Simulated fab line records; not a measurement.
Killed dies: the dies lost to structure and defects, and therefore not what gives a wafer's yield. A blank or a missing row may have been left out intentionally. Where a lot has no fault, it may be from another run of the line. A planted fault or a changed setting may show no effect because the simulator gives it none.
Split-lot experiment + flow n5 finfet + 7 lots, 39 wafers read, on a route of 1938 steps

== ABOUT THE SPLIT ==
At N5_MIM_TOP_LITHO_DEVELOP_07 (develop time 60 s), the setting develop time s was moved away from the recipe's 60 s on 15 of the 39 wafers read, by -57.3% to +36.3%. All remaining wafers had this setting at the recipe value.

== FROM THE SPLIT ON TO THE READING: in between, the file shows 1 step ==
- N5_MIM_TOP_LITHO_HARDBAKE_09: time 120 s

== THE READING ==
Shown in nm: cd nm at N5_MIM_TOP_LITHO_CD_MEAS_08, with target cd 2000 nm. On this fab line, fault-free wafers typically give 2000.0 nm with a standard deviation of 1.4 nm.

| wafer  | tool, chamber at the split | develop time s as run, s | against the recipe | cd nm, nm | against lot-mates on the recipe |
|--------|----------------------------|--------------------------|--------------------|-----------|---------------------------------|
| L074.1 | litho track-04, 0          | 60                       | recipe             | 1998.0    | -                               |
| L074.3 | litho track-04, 0          | 60                       | recipe             | 2000.6    | -                               |
| L074.6 | litho track-04, 0          | 60                       | recipe             | 1999.2    | -                               |
| L079.1 | litho track-04, 0          | 60                       | recipe             | 1999.8    | -                               |
| L079.2 | litho track-04, 0          | 60                       | recipe             | 2003.3    | -                               |
| L079.3 | litho track-04, 0          | 60                       | recipe             | 2000.3    | -                               |
| L079.4 | litho track-04, 0          | 60                       | recipe             | 2002.3    | -                               |
| L079.5 | litho track-04, 0          | 60                       | recipe             | 2000.6    | -                               |
| L079.6 | litho track-04, 0          | 60                       | recipe             | 1998.7    | -                               |
| L084.1 | litho track-03, 0          | 79.17                    | +32.0%             | 1995.6    | -5.1                            |
| L084.2 | litho track-03, 0          | 60                       | recipe             | 2001.3    | -                               |
| L084.3 | litho track-03, 0          | 60                       | recipe             | 2000.9    | -                               |
| L084.4 | litho track-03, 0          | 60                       | recipe             | 2000.0    | -                               |
| L084.5 | litho track-03, 0          | 79.17                    | +32.0%             | 1994.2    | -6.5                            |
| L084.6 | litho track-03, 0          | 79.17                    | +32.0%             | 1994.7    | -6.0                            |
| L088.1 | litho track-04, 0          | 60                       | recipe             | 2000.8    | -                               |
| L088.2 | litho track-04, 0          | 60                       | recipe             | 2000.0    | -                               |
| L088.3 | litho track-04, 0          | 37.81                    | -37.0%             | 2007.8    | +8.0                            |
| L088.4 | litho track-04, 0          | 37.81                    | -37.0%             | 2008.2    | +8.4                            |
| L088.5 | litho track-04, 0          | 60                       | recipe             | 1998.5    | -                               |
| L088.6 | litho track-04, 0          | 37.81                    | -37.0%             | 2008.5    | +8.7                            |
| L086.1 | litho track-01, 0          | 81.77                    | +36.3%             | 1996.2    | -5.1                            |
| L086.2 | litho track-01, 0          | 60                       | recipe             | 2002.7    | -                               |
| L086.3 | litho track-01, 0          | 60                       | recipe             | 2001.6    | -                               |
| L086.4 | litho track-01, 0          | 60                       | recipe             | 1999.6    | -                               |
| L086.5 | litho track-01, 0          | 81.77                    | +36.3%             | 1996.1    | -5.2                            |
| L086.6 | litho track-01, 0          | 81.77                    | +36.3%             | 1994.3    | -7.0                            |
| L090.1 | litho track-03, 0          | 60                       | recipe             | 1998.7    | -                               |
| L090.2 | litho track-03, 0          | 60                       | recipe             | 1999.8    | -                               |
| L090.3 | litho track-03, 0          | 25.64                    | -57.3%             | 2015.3    | +15.9                           |
| L090.4 | litho track-03, 0          | 25.64                    | -57.3%             | 2015.3    | +15.9                           |
| L090.5 | litho track-03, 0          | 60                       | recipe             | 1999.7    | -                               |
| L090.6 | litho track-03, 0          | 25.64                    | -57.3%             | 2015.2    | +15.8                           |
| L093.1 | litho track-04, 0          | 37.11                    | -38.2%             | 2010.5    | +10.9                           |
| L093.2 | litho track-04, 0          | 37.11                    | -38.2%             | 2009.6    | +10.0                           |
| L093.3 | litho track-04, 0          | 60                       | recipe             | 1999.2    | -                               |
| L093.4 | litho track-04, 0          | 60                       | recipe             | 2000.3    | -                               |
| L093.5 | litho track-04, 0          | 37.11                    | -38.2%             | 2007.9    | +8.3                            |
| L093.6 | litho track-04, 0          | 60                       | recipe             | 1999.2    | -                               |

THE FIT
A straight line over all 39 wafers: cd nm changes by -0.214 nm for each +1% of develop time s; r = -0.96; the points scatter about the line by 1.6 nm.
The same after taking each lot's own level away (the mean of its wafers on the recipe; 39 wafers): -0.231 nm for each +1%; r = -0.97; scatter 1.4 nm.
Per that fit: largest develop time s move, reading shift of 13 nm.
The lots' own levels span 1999.27 to 2001.30 nm, that is 1.5 times the standard deviation above.
Hence the lot-to-lot level has little effect on the slope; both slopes agree.
Check: for one of the wafers moved furthest among these (-57.3%), held out of the fit, the line's prediction against its lot-mates is +13.5 nm. It came out at +15.9 nm against them.

== OTHER SPLITS APPLIED TO THESE WAFERS ==
Other splits were also applied to these wafers ahead of the reading. Each is held against what the fit with the lots' levels taken away leaves over:
| other split on the same wafers      | wafers away from the commonest value | r with cd nm (lot level and that fit taken away) |
|-------------------------------------|--------------------------------------|--------------------------------------------------|
| N5_BEOL_M13_ILD_DEP_00 target thk a | 12                                   | -0.17                                            |

== THE WHOLE CHAIN: every reading that the file lists as answering this split, in the file's order ==
| step                        | what it does             | reading                                                              | change (the file's fit)               | r (the file's) |
|-----------------------------|--------------------------|----------------------------------------------------------------------|---------------------------------------|----------------|
| N5_MIM_TOP_LITHO_CD_MEAS_08 | target cd 2000 nm        | cd nm                                                                | -0.236 nm for each +1% of the setting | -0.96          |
| N5_MIM_TOP_LITHO_DESCUM_10  | chemistry O2, time 7.9 s | MIM_TOP_LITHO.cd nm (the simulator's own value, which no gauge read) | -0.237 nm for each +1% of the setting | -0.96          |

== FILE'S OWN FIT ==
cd nm changes by -0.236 nm for each +1% of develop time s, r = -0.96.
